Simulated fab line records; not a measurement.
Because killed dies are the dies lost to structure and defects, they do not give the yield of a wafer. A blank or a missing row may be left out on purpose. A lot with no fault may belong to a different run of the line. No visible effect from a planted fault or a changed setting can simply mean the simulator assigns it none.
Matching of chambers -- flow n5-finfet -- N5_BEOL_M8_ETCH_61 on rie-diel-03 has 4 sister chambers
The step etches SiARC in CF4, target depth 45.5 nm, time 75.8 s. 4 wafers are shown with their chamber, then 10 later ones without.

== WAFERS PAIRED WITH THEIR CHAMBERS ==
wafer,chamber,drypump-motor-current-A (A)
L091.1,1,5.4
L091.5,3,5.9
L091.6,2,5.2
L094.5,0,5.4

== WAFERS WITHOUT THEIR CHAMBER ==
wafer,drypump-motor-current-A (A)
L094.6,5.9
L092.1,5.9
L092.2,5.4
L092.5,5.4
L096.1,5.4
L096.2,5.3
L096.3,5.9
L097.1,5.4
L097.4,5.9
L097.5,5.4

== CHAMBER TAKEN BY EACH ==
wafer,from the rows above,in truth
L094.6,3,3
L092.1,3,3
L092.2,can't be placed: 0 or 1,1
L092.5,can't be placed: 0 or 1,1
L096.1,can't be placed: 0 or 1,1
L096.2,can't be placed: 2 or 0 or 1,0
L096.3,3,3
L097.1,can't be placed: 0 or 1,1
L097.4,3,3
L097.5,can't be placed: 0 or 1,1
Placed correctly: 4 of 10. Unplaceable from these rows: 6, with the true chamber sitting among the candidates in 6. 0 placed wrongly.
How it was worked out, from the rows above alone: a wafer's distance from a chamber is the root of the sum, over the readings, of the square of ((its reading less the chamber's mean) divided by the reading's scatter). The wafer belongs to the nearest chamber; if the next one is less than 2 further off, it can't be placed. A chamber's mean is the mean of its shown wafers. The scatter (one wafer shown for each chamber): square how far every hidden wafer sits from the nearest shown wafer, average those squares and take the square root.
